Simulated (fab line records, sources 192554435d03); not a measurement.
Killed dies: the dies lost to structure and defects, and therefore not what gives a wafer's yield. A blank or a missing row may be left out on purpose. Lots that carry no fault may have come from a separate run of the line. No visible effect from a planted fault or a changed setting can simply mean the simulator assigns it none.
fab line records	flow n5Finfet
record lots=6	wafers=18	lastDay=20
route steps=1938 shown MOL_CONTACT_COAG@617 BEOL_M4@1111
lots that met no fault: taken from a fault-free run of the same line
startH: start of the lot's first displayed wafer, in hours after the record's first day	waitH: hours from the lot's prior step to this one	" as in the row above	L1.1+2: several wafers, shown together as one row	- either no value or no given start	* or withheld: withheld	< > ~ a bound
route shown NAME@n: names a module that has steps shown in the file, with the first one's number in the route	usual: average and standard deviation across the fault-free wafers	same: alike in all rows	chamber/n: place in a boat	sites: readings site by site	_std_site: their standard deviation	_edge_site: mean of outer sites minus mean of inner sites	radiusMm: for every site, how far away it sits from the centre of the wafer	mask NAME#n: copy n	behind: the most recent tool/chamber to have shaped the wafer	hold: the reason the lot was held/the length of the hold in hours/how it ended	device: which transistor (n, p or np) failed to switch	end of line: tests of these same wafers at the route's end	a step given without rows: its recipe and nothing more	killed: not the wafer's yield, but the dies lost to structure and defects at the first sort	map: shows each die of a wafer: x if killed, . if not, _ if none is there
set.NAME: the setting as run; set.NAME@STEP: as run at that earlier step	model.NAME: the simulator's own value behind a step, which no gauge read
certain route steps with their lots: each step a table, each wafer a row
services: when a tool's chamber went out of use (startH, in hours from the record's first day, below 0 if earlier), for how many hours, and the reason
## steps
# step N5_MOL_CONTACT_COAG_ETCH_48
# recipe chemistry=C4F6/O2	targetDepthA=150	overetchA=45	maskMaterial=SOC	target=SiOC	biasW=465	pressureMtorr=10	timeS=17	sourceW=335	Ar_flow_sccm=300	C4F6_flow_sccm=10	O2_flow_sccm=10	ionEnergyEv=576
# usual drypumpMotorCurrentA=5.8/0.4	oes_o_777_au=0.79/0.051	oesProductAu=0.66/0.055	rfVppV=1594/17	showerheadPlenumPTorr=2.89/0.072	throttleValvePct=40.6/0.32
lot.wafer	tool	chamber	startH	waitH	drypumpMotorCurrentA	oes_o_777_au	oesProductAu	rfHoursCounterH	rfVppV	showerheadPlenumPTorr	throttleValvePct
L391.1	rieDiel-01	0	101.47	0.0	5.7	0.85	0.68	46	1615	2.99	40.7
L391.3	"	1	"	"	5.7	0.85	0.70	61	1592	2.89	40.5
L391.4	"	3	"	"	5.6	0.79	0.63	111	1600	2.87	40.9
L400.2	rieDiel-01	3	169.41	0.0	5.6	0.77	0.66	134	1597	2.86	41.0
L400.3	"	1	"	"	5.8	0.82	0.70	86	1590	2.87	40.5
L400.5	"	1	"	"	5.8	0.82	0.73	-	1590	2.87	40.5
L401.3	rieDiel-01	1	175.49	0.0	5.8	0.82	0.70	87	1590	2.87	40.5
L401.5	"	0	"	"	5.8	0.82	0.70	-	1615	2.98	40.7
L401.6	"	1	"	"	5.7	0.82	0.67	-	1591	2.87	40.5
L413.4	rieDiel-01	3	278.89	0.0	5.6	0.75	0.64	163	1597	2.85	41.0
L413.5	"	3	"	"	5.6	0.75	0.67	-	1596	2.85	41.0
L413.6	"	2	"	"	6.2	0.81	0.68	-	1579	2.76	40.9
L412.3	rieDiel-01	3	279.27	0.0	5.6	0.74	0.65	163	1597	2.85	40.9
L412.5	"	1	"	"	5.7	0.80	0.70	-	1592	2.86	40.5
L412.6	"	2	"	"	6.2	0.81	0.68	-	1580	2.76	40.9
L414.1	rieDiel-01	3	279.61	0.0	5.6	0.74	0.60	163	1596	2.85	40.9
L414.2	"	0	"	"	5.8	0.80	0.69	95	1613	2.97	40.7
L414.3	"	1	"	"	5.8	0.80	0.64	112	1590	2.86	40.5
# step N5_MOL_CONTACT_COAG_STRIP_72
# recipe chemistry=N2/H2	powerW=450	tempC=40	pressureMtorr=20	rfFrequencyHz=6e+07	overashFraction=3	biasPowerW=7	h2Frac=0.5	n2FlowSccm=200	h2FlowSccm=200
# usual drypumpMotorCurrentA=5.8/0.4	oesProductAu=0.79/0.061	rfVppV=59.2/1.9	showerheadPlenumPTorr=2.58/0.071	throttleValvePct=23.7/0.31
lot.wafer	tool	chamber	startH	waitH	drypumpMotorCurrentA	oesProductAu	rfHoursCounterH	rfVppV	showerheadPlenumPTorr	throttleValvePct
L391.1	rieDiel-01	0	101.52	0.0	5.7	0.89	46	57.5	2.69	23.8
L391.3	"	1	"	"	5.8	0.87	61	57.9	2.58	23.6
L391.4	"	3	"	"	5.6	0.80	111	57.8	2.55	23.8
L400.2	rieDiel-01	3	169.46	0.0	5.6	0.78	134	59.8	2.54	23.8
L400.3	"	1	"	"	5.7	0.82	86	56.3	2.57	23.6
L400.5	"	1	"	"	5.8	0.82	-	61.6	2.57	23.6
L401.3	rieDiel-01	1	175.55	0.0	5.8	0.84	87	60.3	2.57	23.6
L401.5	"	0	"	"	5.7	0.87	-	61.6	2.68	23.8
L401.6	"	1	"	"	5.8	0.81	-	57.4	2.57	23.6
L413.4	rieDiel-01	3	278.94	0.0	5.6	0.73	163	59.4	2.53	23.8
L413.5	"	3	"	"	5.6	0.76	-	60.2	2.53	23.8
L413.6	"	2	"	"	6.3	0.81	-	59.4	2.46	23.7
L412.3	rieDiel-01	3	279.32	0.0	5.6	0.75	163	60.5	2.53	23.9
L412.5	"	1	"	"	5.8	0.80	-	59.1	2.56	23.6
L412.6	"	2	"	"	6.2	0.83	-	56.2	2.46	23.8
L414.1	rieDiel-01	3	279.66	0.0	5.6	0.73	163	60.6	2.53	23.8
L414.2	"	0	"	"	5.7	0.84	95	59.6	2.67	23.9
L414.3	"	1	"	"	5.8	0.79	112	60.3	2.56	23.6
# step N5_MOL_CONTACT_COAG_STRIP_49
# recipe chemistry=N2/H2	timeS=30	powerW=1000	tempC=250	pressureMtorr=withheld	n2FlowSccm=1750	h2FlowSccm=3250
# usual drypumpMotorCurrentA=5.93/0.18	heaterPowerW=344/36
lot.wafer	tool	chamber	startH	waitH	drypumpMotorCurrentA	heaterPowerW	rfHoursCounterH
L391.1	plasmaAsher-02	0	101.61	-	5.92	342	40
L391.3	"	1	"	"	5.75	412	-
L391.4	"	0	"	"	5.91	334	-
L400.2	plasmaAsher-02	1	169.54	-	5.78	398	51
L400.3	"	1	"	"	5.79	406	-
L400.5	"	1	"	"	5.81	407	-
L401.3	plasmaAsher-01	0	175.65	-	5.87	315	-
L401.5	"	0	"	"	5.87	308	-
L401.6	"	1	"	"	6.22	323	-
L413.4	plasmaAsher-01	0	279.04	-	5.89	316	-
L413.5	"	1	"	"	6.23	317	-
L413.6	"	0	"	"	5.85	310	-
L412.3	plasmaAsher-02	1	279.43	-	5.79	407	-
L412.5	"	0	"	"	5.92	330	-
L412.6	"	1	"	"	5.75	401	-
L414.1	plasmaAsher-01	0	279.75	-	5.88	314	126
L414.2	"	1	"	"	6.28	321	126
L414.3	"	0	"	"	5.83	311	-
# step N5_MOL_CONTACT_COAG_PRECLEAN_138
# recipe chemistry=alkalineClean	tempC=60	timeS=60	doPpb=50
# step N5_MOL_CONTACT_COAG_SRD_139
# recipe dry=ipaMarangoni	timeS=30	tempC=23	rinseLiquid=diw
# step N5_MOL_CONTACT_COAG_CD_MEAS_101
# recipe targetCdNm=16
# usual cdNm=15.9/0.31
lot.wafer	tool	chamber	startH	waitH	cdNm
L391.1	cdSem-01	-	101.76	0.0	15.8
L391.3	"	-	"	"	16.4
L391.4	"	-	"	"	15.7
L400.2	cdSem-02	-	169.69	0.0	15.8
L400.3	"	-	"	"	16.2
L400.5	"	-	"	"	15.8
L401.3	cdSem-02	-	175.78	0.0	15.9
L401.5	"	-	"	"	15.8
L401.6	"	-	"	"	16.4
L413.4	cdSem-03	-	279.18	0.0	16.3
L413.5	"	-	"	"	16.4
L413.6	"	-	"	"	16.3
L412.3	cdSem-02	-	279.56	0.0	16.2
L412.5	"	-	"	"	16.3
L412.6	"	-	"	"	16.5
L414.1	cdSem-02	-	279.90	0.0	15.4
L414.2	"	-	"	"	15.8
L414.3	"	-	"	"	16.0
# step N5_MOL_CONTACT_COAG_PRE_CLEAN_121
# recipe gas=H2/He	timeS=*	tempC=withheld
# step N5_MOL_CONTACT_COAG_CVD_140
# recipe material=W	targetThkA=665	mode=selectiveFill	tempC=300	timeS=215
# usual heaterPowerW=507/52
lot.wafer	tool	chamber	startH	waitH	heaterPowerW
L391.1	cvdW-02	1	101.89	0.1	545
L391.3	"	1	"	"	566
L391.4	"	0	"	"	553
L400.2	cvdW-01	1	169.82	0.1	445
L400.3	"	0	"	"	481
L400.5	"	0	"	"	475
L401.3	cvdW-02	0	175.99	0.1	553
L401.5	"	0	"	"	549
L401.6	"	1	"	"	547
L413.4	cvdW-01	0	279.38	0.1	465
L413.5	"	1	"	"	447
L413.6	"	0	"	"	475
L412.3	cvdW-02	0	279.77	0.1	548
L412.5	"	1	"	"	566
L412.6	"	0	"	"	542
L414.1	cvdW-02	1	280.03	0.1	580
L414.2	"	0	"	"	537
L414.3	"	0	"	"	556
# step N5_MOL_CONTACT_COAG_PRECLEAN_127
# recipe chemistry=DIW	timeS=57.5	tempC=23
# step N5_MOL_CONTACT_COAG_SRD_128
# recipe dryTimeS=32	dry=n2Spin	spinRpm=1500
# step N5_MOL_CONTACT_COAG_CMP_52
# recipe stopOn=SiO2	tOverpolishS=1.5	postCmpClean=wDiluteNh4oh	downForcePsi=4	platenRpm=50.289	padVelocityMS=1.0006	targetThkNm=66.5
# usual headPressurePsi=4.000/0.0087	motorCurrentA=12.5/1.7	overpolishRunS=1.501/0.0093	timeToEndpointS=13.3/1.9
lot.wafer	tool	chamber	startH	waitH	headPressurePsi	motorCurrentA	overpolishRunS	timeToEndpointS
L391.3	cmp-03	0	102.21	0.0	3.996	13.1	1.514	15.7
L391.4	"	2	"	"	3.992	12.5	1.505	15.9
L391.1	"	3	"	"	3.999	13.7	1.500	14.1
L400.2	cmp-01	0	170.20	0.1	3.991	12.1	1.516	11.6
L400.3	"	2	"	"	4.004	12.8	1.503	13.6
L400.5	"	0	"	"	3.999	11.6	1.500	11.8
L401.3	cmp-03	0	176.34	0.1	4.005	13.1	1.514	12.8
L401.6	"	1	"	"	3.992	16.9	1.508	13.7
L401.5	"	2	"	"	3.995	12.3	1.512	10.5
L413.4	cmp-01	0	279.73	0.1	3.999	11.6	1.508	14.5
L413.6	"	2	"	"	3.996	12.9	1.496	14.5
L413.5	"	3	"	"	4.011	11.0	1.493	11.6
L412.3	cmp-02	2	280.09	0.1	4.003	12.4	1.499	14.2
L412.6	"	0	"	"	3.997	11.8	1.498	14.4
L412.5	"	1	"	"	4.001	12.2	1.494	12.4
L414.2	cmp-01	1	280.43	0.1	4.001	14.0	1.501	12.7
L414.1	"	2	"	"	4.014	13.3	1.516	15.1
L414.3	"	0	"	"	3.993	11.2	1.500	13.7
# step N5_MOL_CONTACT_COAG_THK_MEAS_53
# recipe reads=SiO2_of_MOL_CONTACT_COAG_PECVD_31
# usual VIA_MOL_THK=43.9/0.58
lot.wafer	tool	chamber	startH	waitH	VIA_MOL_THK[nm]
L391.1	filmMetro-02	-	102.50	-	43.1
L391.3	"	-	"	"	43.1
L391.4	"	-	"	"	44.4
L400.2	filmMetro-02	-	170.49	-	43.4
L400.3	"	-	"	"	44.7
L400.5	"	-	"	"	44.5
L401.3	filmMetro-01	-	176.53	-	44.4
L401.5	"	-	"	"	44.5
L401.6	"	-	"	"	44.4
L413.4	filmMetro-02	-	279.96	-	45.2
L413.5	"	-	"	"	45.1
L413.6	"	-	"	"	45.3
L412.3	filmMetro-02	-	280.31	-	43.6
L412.5	"	-	"	"	44.6
L412.6	"	-	"	"	43.9
L414.1	filmMetro-01	-	280.72	-	44.1
L414.2	"	-	"	"	43.4
L414.3	"	-	"	"	43.9
# step N5_MOL_CONTACT_COAG_ANNEAL_112
# recipe tempC=400	timeS=1800	ambient=HPD2	pressureAtm=10
# usual spikeTcBottomC=420.1/1	spikeTcCentreC=401.5/1	spikeTcLowerC=398.1/0.91	spikeTcTopC=429.6/1	spikeTcUpperC=398.0/1.1	wafer_temp_C_max=400.97/0.3	zonePowerBottomPct=11.42/0.096	zonePowerCentrePct=9.59/0.09	zonePowerLowerPct=8.54/0.084	zonePowerTopPct=21.88/0.22	zonePowerUpperPct=9.16/0.095
lot.wafer	tool	chamber	startH	waitH	spikeTcBottomC	spikeTcCentreC	spikeTcLowerC	spikeTcTopC	spikeTcUpperC	wafer_temp_C_max	zonePowerBottomPct	zonePowerCentrePct	zonePowerLowerPct	zonePowerTopPct	zonePowerUpperPct
L391.1	hpAnneal-01	0	102.53	0.0	422.1	404.0	399.0	430.1	398.2	400.74	11.47	9.57	8.52	21.73	9.44
L391.3	"	0	"	"	421.1	401.4	397.3	429.5	400.1	401.29	11.38	9.62	8.63	21.74	9.09
L391.4	"	0	"	"	421.1	401.7	398.4	431.1	396.5	400.69	11.38	9.48	8.68	21.97	9.00
L400.2	hpAnneal-01	0	173.29	2.8	408.5	390.7	387.8	417.9	385.7	389.51	10.91	9.30	8.15	20.89	8.70
L400.3	"	0	"	"	408.0	390.2	386.6	417.7	387.0	389.79	10.84	9.21	8.24	20.95	8.73
L400.5	"	0	"	"	408.5	390.2	387.1	420.8	387.2	389.14	11.08	9.27	8.10	20.38	8.77
L401.3	hpAnneal-01	0	176.55	0.0	406.3	389.3	386.5	417.9	386.5	390.14	11.06	9.24	8.25	21.29	8.86
L401.5	"	0	"	"	408.1	390.0	386.0	419.4	386.7	389.47	11.01	9.17	8.17	21.08	8.88
L401.6	"	0	"	"	407.6	390.5	385.6	419.3	386.4	390.40	10.90	9.15	8.16	21.03	8.67
L413.4	hpAnneal-01	0	279.98	0.0	420.4	403.2	398.3	427.5	399.6	401.26	11.51	9.64	8.62	22.14	9.23
L413.5	"	0	"	"	420.4	402.1	399.2	430.8	398.1	401.18	11.35	9.58	8.47	22.09	9.20
L413.6	"	0	"	"	420.0	400.9	397.1	429.6	398.2	400.85	11.40	9.62	8.45	21.96	9.19
L412.3	hpAnneal-01	0	282.98	2.7	420.7	402.6	397.0	429.5	399.1	400.91	11.53	9.82	8.45	21.67	9.19
L412.5	"	0	"	"	420.5	400.6	397.1	430.6	398.8	400.50	11.34	9.47	8.47	21.95	9.00
L412.6	"	0	"	"	420.2	402.8	398.4	428.6	399.3	401.32	11.38	9.50	8.41	22.10	9.07
L414.1	hpAnneal-01	0	282.98	2.3	419.1	401.4	397.2	428.7	396.4	400.61	11.31	9.59	8.57	21.70	9.20
L414.2	"	0	"	"	420.5	402.2	398.8	431.0	397.0	400.50	11.67	9.68	8.45	21.56	9.17
L414.3	"	0	"	"	420.6	400.1	398.6	429.9	396.8	400.94	11.24	9.61	8.55	21.89	9.25
# step N5_MOL_CONTACT_COAG_INSPECT_97
# recipe inspectInstrument=darkfield	mode=postAnneal
# usual rawDefectCount=40/13
lot.wafer	tool	chamber	startH	waitH	rawDefectCount
L391.1	defectInspect-02	-	105.57	0.0	49
L391.3	"	-	"	"	35
L391.4	"	-	"	"	29
L400.2	defectInspect-01	-	176.34	0.0	40
L400.3	"	-	"	"	69
L400.5	"	-	"	"	23
L401.3	defectInspect-02	-	179.62	0.1	28
L401.5	"	-	"	"	30
L401.6	"	-	"	"	24
L413.4	defectInspect-01	-	283.08	0.1	49
L413.5	"	-	"	"	21
L413.6	"	-	"	"	54
L412.3	defectInspect-02	-	286.04	0.1	63
L412.5	"	-	"	"	22
L412.6	"	-	"	"	34
L414.1	defectInspect-02	-	286.30	0.3	52
L414.2	"	-	"	"	49
L414.3	"	-	"	"	77
# step N5_BEOL_M4_RC_MEAS_101
# usual DIBL_N=36.5/1.2	DIBL_P=36.5/1.6	IOFF_N=0.162/0.023	IOFF_P=0.221/0.03	ION_N=678/8	ION_P=466/6.3	SS_N=71.6/0.46	SS_P=73.3/0.57	VT_N=249.2/2.6	VT_P=-249/3.3
lot.wafer	tool	chamber	startH	waitH	DIBL_N[mV/V]	DIBL_P[mV/V]	IOFF_N[nA/um]	IOFF_P[nA/um]	ION_N[uA/um]	ION_P[uA/um]	SS_N[mV/dec]	SS_P[mV/dec]	VT_N[mV]	VT_P[mV]
L391.1	prober-02	0	183.65	0.2	36.7	34.6	0.143	0.196	678	464	71.0	73.4	248.6	-251
L391.3	"	0	"	"	37.6	35.5	0.163	0.217	678	467	72.2	73.2	249.7	-251
L391.4	"	0	"	"	38.1	36.1	0.178	0.223	683	469	71.6	73.8	248.2	-249
L400.2	prober-02	0	265.45	0.2	35.8	33.9	0.131	0.171	668	450	71.2	73.5	251.1	-257
L400.3	"	0	"	"	37.2	36.5	0.168	0.203	675	454	72.4	73.9	247.2	-252
L400.5	"	0	"	"	37.3	36.1	0.159	0.197	667	453	72.0	73.4	251.3	-255
L401.3	prober-01	0	266.31	0.3	38.2	38.9	0.195	0.248	681	459	72.1	75.6	246.8	-250
L401.5	"	0	"	"	37.3	37.8	0.165	0.219	666	450	72.3	74.0	254.5	-253
L401.6	"	0	"	"	36.4	37.0	0.161	0.208	671	459	72.0	73.9	250.1	-255
L413.4	prober-02	0	358.34	0.5	36.3	35.3	0.180	0.254	690	472	71.7	74.0	247.8	-244
L413.5	"	0	"	"	33.5	32.8	0.139	0.205	685	474	71.1	72.4	250.6	-247
L413.6	"	0	"	"	36.1	35.2	0.184	0.261	698	475	71.4	72.7	244.3	-243
L412.3	prober-02	0	361.84	0.3	35.3	34.2	0.128	0.175	664	456	70.1	72.8	250.6	-257
L412.5	"	0	"	"	36.8	36.3	0.149	0.200	668	463	71.1	72.9	251.3	-252
L412.6	"	0	"	"	36.7	36.7	0.161	0.210	683	465	71.8	73.6	251.0	-253
L414.1	prober-02	0	367.40	0.0	38.7	37.2	0.188	0.232	680	459	71.8	73.9	247.1	-250
L414.2	"	0	"	"	39.2	38.0	0.191	0.254	684	467	71.3	74.5	246.4	-248
L414.3	"	0	"	"	39.6	38.2	0.197	0.256	686	471	71.9	74.1	247.0	-246
## services
tool	chamber	startH	hours	kind
cmp-02	-	77.75	3.5	repair
cvdW-02	-	79.07	6.9	pm
cmp-01	-	127.61	1.6	repair
cvdW-02	0	138.99	14.4	repair
plasmaAsher-02	-	143.29	3.5	pm
cmp-03	-	146.79	0.3	repair
plasmaAsher-01	-	153.10	2.1	repair
cmp-02	-	160.77	1.0	repair
rieDiel-01	0	161.28	4.4	repair
cmp-01	-	178.10	2.4	repair
rieDiel-01	1	187.71	6.8	repair
cvdW-02	-	193.31	6.0	pm
cmp-03	-	194.05	0.8	repair
cmp-02	-	204.15	0.5	repair
plasmaAsher-01	-	216.33	2.8	pm
cmp-03	-	221.66	29.9	repair
cmp-01	-	232.38	5.4	pm
rieDiel-01	-	234.77	2.8	pm
cmp-01	-	243.19	4.5	pm
cmp-01	-	265.06	4.0	pm
cmp-03	-	267.28	4.0	pm
cmp-01	-	269.06	-	consumableReplace:conditioner
cmp-01	-	274.58	4.7	repair
cmp-03	-	278.94	23.6	repair
## key
firstSign step=N5_MOL_CONTACT_COAG_ANNEAL_112	reading=wafer_temp_C_max	direction=down	sigmas=38	usual=*	struck=*
effect step=N5_MOL_CONTACT_COAG_ANNEAL_112	reading=spikeTcLowerC	direction=down	sigmas=13	usual=398.1	struck=386.6
effect step=N5_BEOL_M4_RC_MEAS_101	reading=ION_P	direction=down	sigmas=1.9	usual=466	struck=454
metAt N5_MOL_CONTACT_COAG_ANNEAL_112
struckWafers L400.2,L400.3,L400.5,L401.3,L401.5,L401.6
fault kind=processParameterDrift	tool=hpAnneal-01	chamber=-	onsetH=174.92	steps=N5_MOL_CONTACT_COAG_ANNEAL_112	channel=tempC	offset=*	shape=step	endH=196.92	stated=*
